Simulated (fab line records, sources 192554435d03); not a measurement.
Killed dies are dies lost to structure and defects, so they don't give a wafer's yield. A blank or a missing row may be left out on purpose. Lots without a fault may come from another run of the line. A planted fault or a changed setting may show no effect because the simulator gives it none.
One fault seen from 3 desks | flow n5_finfet | each desk has only its own numbers; what lay behind them comes last

THE TOOL OWNER'S DESK: rie_si-02
The tool's own readings at N5_FIN_SAQP_FIN_ETCH_36 (etches the open film in HBr/Cl2/O2, target depth 120 nm, time 50.4 s): means of the sampled wafers that have a number, for each lot that ran on this tool. A lot is out of limits, marked OUT, if its mean lies more than 4 standard deviations from the usual mean; the brackets give that distance.
Columns: A = drypump_motor_current_A at N5_FIN_SAQP_FIN_ETCH_36, usual 5.6 A; B = oes_product_au at N5_FIN_SAQP_FIN_ETCH_36, usual 0.996 a.u.; C = throttle_valve_pct at N5_FIN_SAQP_FIN_ETCH_36, usual 35.98 %
lot  | first seen here | A   | B     | C
L520 | day 3 02:24     | 5.6 | 0.998 | 35.68
L526 | day 4 13:41     | 5.4 | 0.994 | 35.72
L531 | day 5 21:58     | 5.7 | 0.986 | 35.81
This desk's finding: nothing out of limits on any of the 3 lots.

THE DEFECT DESK
What the inspections along the route counted, lot by lot: means of the sampled wafers that have a number. A lot is out of limits, marked OUT, if its mean lies more than 4 standard deviations from the usual mean; the brackets give that distance.
Columns: A = raw_defect_count at N5_FIN_SAQP_INSPECT_40, usual 224; B = raw_defect_count at N5_FIN_CUT_INSPECT_10, usual 41; C = raw_defect_count at N5_FIN_CUT_INSPECT_17, usual 225
lot  | first seen here | A   | B             | C
L517 | day 2 08:35     | 201 | 40            | 205
L518 | day 2 15:16     | 246 | 43            | 251
L520 | day 3 02:39     | 195 | 38            | 198
L526 | day 4 13:57     | 184 | 35            | 189
L531 | day 5 22:13     | 440 | 299 (+22) OUT | 465
L537 | day 7 07:39     | 181 | 34            | 190
L538 | day 7 13:47     | 372 | 52            | 389
L539 | day 7 20:32     | 247 | 50            | 248
This desk's finding: out of limits on L531; first on L531, day 5 22:44 (raw_defect_count at N5_FIN_CUT_INSPECT_10). In limits: L517, L518, L520, L526, L537, L538, L539.

THE METROLOGY DESK
What the gauges read, lot by lot, whatever tool the lot ran on: means of the sampled wafers that have a number. A lot is out of limits, marked OUT, if its mean lies more than 4 standard deviations from the usual mean; the brackets give that distance. Of its 11 readings 7 are shown: those that lie furthest out on some lot.
Columns: A = DIBL_N at N5_BEOL_M4_RC_MEAS_101, usual 35.9 mV/V; B = IOFF_N at N5_BEOL_M4_RC_MEAS_101, usual 0.152 nA/um; C = IOFF_P at N5_BEOL_M4_RC_MEAS_101, usual 0.204 nA/um; D = ION_P at N5_BEOL_M4_RC_MEAS_101, usual 462 uA/um; E = SS_P at N5_BEOL_M4_RC_MEAS_101, usual 73.2 mV/dec; F = VT_N at N5_BEOL_M4_RC_MEAS_101, usual 250.3 mV; G = VT_P at N5_BEOL_M4_RC_MEAS_101, usual -250.6 mV
lot  | first seen here | A    | B     | C     | D   | E    | F     | G
L517 | day 2 08:56     | 35.4 | 0.166 | 0.203 | 460 | 73.6 | 248.2 | -251.5
L518 | day 2 15:36     | 33.7 | 0.138 | 0.195 | 463 | 72.6 | 250.6 | -250.3
L520 | day 3 02:59     | 36.4 | 0.140 | 0.183 | 459 | 73.0 | 252.7 | -252.6
L526 | day 4 14:24     | 37.6 | 0.204 | 0.224 | 461 | 73.3 | 244.3 | -251.0
L531 | day 5 22:40     | 37.6 | 0.141 | 0.168 | 457 | 73.0 | 250.7 | -253.7
L537 | day 7 07:59     | 35.1 | 0.133 | 0.171 | 455 | 73.3 | 253.8 | -255.0
L538 | day 7 14:08     | 39.0 | 0.194 | 0.253 | 461 | 74.3 | 248.7 | -248.9
L539 | day 7 20:52     | 35.5 | 0.137 | 0.225 | 471 | 73.0 | 251.2 | -246.5
This desk's finding: nothing out of limits on any of the 8 lots.

PUT TOGETHER
The defect desk could have raised an alarm at day 5 22:44, on L531.
The tool owner's desk saw nothing out of limits.
The metrology desk saw nothing out of limits.
The tool owner's desk has L531 on record, within its limits.
The metrology desk has L531 on record, within its limits.
Of the lots named, all ran N5_FIN_SAQP_FIN_ETCH_36 on rie_si-02.

WHAT THE SIMULATOR HAD PUT IN
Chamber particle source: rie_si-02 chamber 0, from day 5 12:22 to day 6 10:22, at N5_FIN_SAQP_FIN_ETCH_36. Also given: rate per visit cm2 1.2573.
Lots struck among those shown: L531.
Hours from the fault's start to each desk's first reading out of limits: the defect desk, 10.
